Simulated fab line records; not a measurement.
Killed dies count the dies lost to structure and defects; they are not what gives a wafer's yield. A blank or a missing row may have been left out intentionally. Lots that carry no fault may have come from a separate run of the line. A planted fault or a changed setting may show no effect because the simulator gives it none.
Which tool was responsible? :: flow nand_harc :: 72 wafers sampled from 24 lots at 1 step of a route of 1159

WHAT THE GAUGES SHOWED, per wafer
NHARC_P_M1_INSPECT_27. Usual: 294 for raw_defect_count, sd 110.
lot: L075
measured: day 6 06:16
on: defect_inspect-02
raw_defect_count: 255 206 300
flag: 

lot: L074
measured: day 6 06:53
on: defect_inspect-02
raw_defect_count: 311 382 744
flag: 

lot: L077
measured: day 6 19:40
on: defect_inspect-02
raw_defect_count: 228 239 170
flag: 

lot: L078
measured: day 7 00:23
on: defect_inspect-02
raw_defect_count: 338 179 183
flag: 

lot: L076
measured: day 7 03:59
on: defect_inspect-01
raw_defect_count: 328 261 181
flag: 

lot: L080
measured: day 7 07:05
on: defect_inspect-02
raw_defect_count: 148 161 279
flag: 

lot: L079
measured: day 7 07:52
on: defect_inspect-02
raw_defect_count: 618 239 280
flag: 

lot: L081
measured: day 8 00:31
on: defect_inspect-02
raw_defect_count: 293 230 291
flag: 

lot: L082
measured: day 8 01:48
on: defect_inspect-01
raw_defect_count: 208 235 187
flag: 

lot: L083
measured: day 8 02:23
on: defect_inspect-02
raw_defect_count: 296 442 268
flag: 

lot: L085
measured: day 8 16:09
on: defect_inspect-01
raw_defect_count: 238 190 157
flag: 

lot: L084
measured: day 8 16:38
on: defect_inspect-02
raw_defect_count: 266 292 169
flag: 

lot: L087
measured: day 9 09:37
on: defect_inspect-02
raw_defect_count: 278 320 359
flag: 

lot: L086
measured: day 9 10:37
on: defect_inspect-02
raw_defect_count: 210 312 309
flag: 

lot: L088
measured: day 10 04:22
on: defect_inspect-01
raw_defect_count: 411 352 494
flag: 

lot: L089
measured: day 10 05:17
on: defect_inspect-02
raw_defect_count: 202 531 147
flag: 

lot: L090
measured: day 10 05:51
on: defect_inspect-01
raw_defect_count: 334 270 259
flag: 

lot: L091
measured: day 10 12:15
on: defect_inspect-02
raw_defect_count: 375 344 314
flag: 

lot: L093
measured: day 10 12:37
on: defect_inspect-01
raw_defect_count: 134 390 199
flag: 

lot: L092
measured: day 10 12:56
on: defect_inspect-01
raw_defect_count: 349 349 569
flag: 

lot: L094
measured: day 11 03:41
on: defect_inspect-02
raw_defect_count: 155 169 222
flag: 

lot: L095
measured: day 11 05:57
on: defect_inspect-01
raw_defect_count: 435 290 263
flag: 

lot: L096
measured: day 11 14:08
on: defect_inspect-01
raw_defect_count: 341 335 265
flag: 

lot: L097
measured: day 11 22:23
on: defect_inspect-01
raw_defect_count: 250 274 257
flag: 

EACH LOT AND THE TOOL THAT RAN IT (in order: tool; ch and the chambers of the sampled wafers; start)
There is no process step in the record ahead of these readings.

WHAT THE TOOLS THEMSELVES READ (means of the sampled wafers that have a number; where no wafer has one, the mark that the record gives instead)
The record holds no such reading with a usual standard deviation.

THE ANSWER, worked out from the rows above alone
Rule: take the mean of a lot's wafers that have a number; if it is more than 3 standard deviations from the usual mean, the lot is off. A lot without any number at a reading at which 4 lots or more have one is off too. The other lots that the step has rows for count as sound. Order of review: gauges by route order, followed by the tools' own readings, for which a lot's mean as printed above is used. The first step at which some lot is off is used, and at that step the reading that is off furthest; a lot without a number counts as furthest.
No lot is off on any of the readings shown, so nothing can be concluded from this.

WHAT WAS PUT IN BY THE SIMULATOR
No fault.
